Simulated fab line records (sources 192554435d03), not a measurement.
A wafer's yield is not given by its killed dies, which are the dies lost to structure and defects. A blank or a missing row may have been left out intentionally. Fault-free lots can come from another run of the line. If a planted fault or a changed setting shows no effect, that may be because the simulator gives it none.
Chamber matching	flow n5Finfet	aldSin-01 running N5_BEOL_M1_ALD_98: 4 sister chambers
The step deposits SiO2, target thk 2.5 nm, pulse time 1 s, co reactant pulse time 1 s. 18 wafers are shown with their chamber, then 9 later ones without.

WAFERS WITH THEIR CHAMBER
wafer	chamber	heaterPowerW (W)	precursorPulseHeightRel
L075.1	0	73	0.992
L075.2	1	77	1.022
L075.3	3	80	1.009
L075.4	2	81	0.987
L075.5	1	78	1.035
L075.6	2	83	1.003
L078.1	2	83	1.002
L078.3	1	78	1.003
L078.5	3	80	1.000
L077.4	1	76	1.012
L077.5	2	82	0.989
L077.6	3	79	1.005
L079.2	0	74	1.017
L079.5	2	83	1.004
L079.6	1	79	0.999
L086.1	3	78	0.999
L086.2	0	72	1.024
L086.3	1	74	1.010

SIGNATURES (means of the wafers above)
reading	chamber 0	chamber 1	chamber 2	chamber 3	scatter within a chamber
heaterPowerW	73.00	77.00	82.40	79.25	1.31
precursorPulseHeightRel	1.01100	1.01350	0.99700	1.00325	0.0113
Rule: a wafer lies at a distance from a chamber equal to the root of the sum of squares, over the readings, of (its reading less the chamber's mean, divided by the reading's scatter). If the next closest chamber is less than 2 further off than the closest, the wafer can't be placed; otherwise it belongs to the closest. The scatter: take each reading less its chamber's mean, square it, sum over the shown wafers, divide by the number of wafers less the number of chambers, and take the root.

WAFERS MISSING THEIR CHAMBER
wafer	heaterPowerW (W)	precursorPulseHeightRel
L092.2	77	1.030
L092.3	75	1.008
L092.5	76	0.991
L095.1	74	1.013
L095.2	78	0.975
L095.3	85	1.018
L096.1	78	1.008
L096.2	84	0.980
L096.6	76	0.986

WHICH CHAMBER EACH WENT THROUGH
wafer	from the rows above	in truth
L092.2	can't be placed: 1 or 3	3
L092.3	can't be placed: 0 or 1 or 3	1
L092.5	can't be placed: 1 or 3 or 0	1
L095.1	can't be placed: 0 or 1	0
L095.2	can't be placed: 3 or 1 or 2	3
L095.3	can't be placed: 2 or 3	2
L096.1	can't be placed: 1 or 3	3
L096.2	2	2
L096.6	can't be placed: 1 or 3 or 0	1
Correctly placed: 1 of 9. Cannot be placed on the basis of these rows: 8; the candidates contain the true chamber in 8. Wrongly placed: 0.
